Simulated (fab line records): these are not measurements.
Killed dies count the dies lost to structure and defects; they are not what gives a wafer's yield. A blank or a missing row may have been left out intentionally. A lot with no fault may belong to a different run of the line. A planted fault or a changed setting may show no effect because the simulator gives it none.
What tool caused it? ; flow n5 finfet ; 9 lots with 25 wafers sampled at 5 steps, on a route of 1938 steps

## WHAT EACH GAUGE READ, for each wafer
N5_BEOL_M4_RC_MEAS_101.
lot;measured;on;DIBL_N (mV/V)
L972;day 10 15:06;prober-01;33.4 32.1 32.3
L973;day 10 12:04;prober-02;34.6 40.1 36.5
L974;day 11 05:18;prober-02;36.0 36.3 36.3
L979;day 12 01:53;prober-02;37.1 38.0 34.7
L985;day 14 11:16;prober-02;36.4 32.7
L987;day 14 05:19;prober-01;34.6 38.4
L989;day 14 14:53;prober-02;36.8 37.6 42.1
L992;day 15 15:13;prober-02;38.0 33.1 35.1
L993;day 17 18:43;prober-01;43.7 38.2 37.7

## WHICH TOOL RAN EACH LOT (tool, then ch and the chambers of the sampled wafers, then the start)
lot;N5_HKMG_FIN_STRIP_93;N5_HKMG_FIN_STRIP_60;N5_HKMG_FIN_STRIP_92;N5_HKMG_FIN_ALD_91
L972;rie diel-01 ch 0,2,3, day 4 01:29;plasma asher-01 ch 0,1, day 4 01:45;rie diel-01 ch 1,2,3, day 4 04:35;ald metal-04 ch 2,3, day 4 05:07
L973;rie diel-05 ch 0,1,2, day 4 06:26;plasma asher-01 ch 0,1, day 4 06:35;rie diel-05 ch 0,3, day 4 09:32;ald metal-02 ch 0,3, day 4 10:04
L974;rie diel-05 ch 1,2,3, day 4 12:25;plasma asher-02 ch 0,1, day 4 12:34;rie diel-05 ch 0,1, day 4 15:31;ald metal-04 ch 0,2, day 4 16:03
L979;rie diel-04 ch 0,2,3, day 6 03:14;plasma asher-01 ch 0,1, day 6 03:23;rie diel-05 ch 2,3, day 6 06:20;ald metal-04 ch 1,3, day 6 06:52
L985;rie diel-04 ch 1,2, day 7 05:31;plasma asher-01 ch 0, day 7 05:43;rie diel-05 ch 0,1, day 7 08:52;ald metal-04 ch 0,3, day 7 09:23
L987;rie diel-05 ch 0,1, day 7 16:09;plasma asher-02 ch 0,1, day 7 16:18;rie diel-05 ch 0,1, day 7 19:08;ald metal-04 ch 0,2, day 7 19:41
L989;rie diel-04 ch 0,2,3, day 8 04:16;plasma asher-01 ch 0,1, day 8 04:25;rie diel-05 ch 1,2,3, day 8 07:16;ald metal-02 ch 0,1,2, day 8 07:49
L992;rie diel-01 ch 1,2,3, day 9 04:41;plasma asher-01 ch 0,1, day 9 04:50;rie diel-01 ch 1,2,3, day 9 07:47;ald metal-02 ch 1,2, day 9 08:19
L993;rie diel-05 ch 1,2,3, day 9 06:48;plasma asher-01 ch 0,1, day 9 07:00;rie diel-04 ch 0,3, day 9 10:02;ald metal-02 ch 1,2, day 9 10:37
- N5_HKMG_FIN_STRIP_93: strips SOC in N2/H2, time 20 s.
- N5_HKMG_FIN_STRIP_60: strips in N2/H2, time 360 s.
- N5_HKMG_FIN_STRIP_92: strips SOC in N2/H2, time 20 s.
- N5_HKMG_FIN_ALD_91: deposits TiN, target thk 1 nm, pulse time 1 s, purge time 3 s.

## THE ANSWER, worked out from the rows above alone
Rule: the usual values come from the lots themselves. Put in order of their means at a reading, lots are off if they are a third of the lots or fewer, leave a main group of 4 or more, and stand apart from it by a gap of 3 or more times the standard deviation of the main group's means; of several such gaps the widest counts. If all means in a main group match to the digits the tables above print for the reading, that group is not used. A lot without any number at a reading at which 4 lots or more have one is off too. Any other lot the step has rows for is counted as sound.
No lot is off at any reading shown: from this, nothing can be told.

## WHAT THE SIMULATOR PUT IN
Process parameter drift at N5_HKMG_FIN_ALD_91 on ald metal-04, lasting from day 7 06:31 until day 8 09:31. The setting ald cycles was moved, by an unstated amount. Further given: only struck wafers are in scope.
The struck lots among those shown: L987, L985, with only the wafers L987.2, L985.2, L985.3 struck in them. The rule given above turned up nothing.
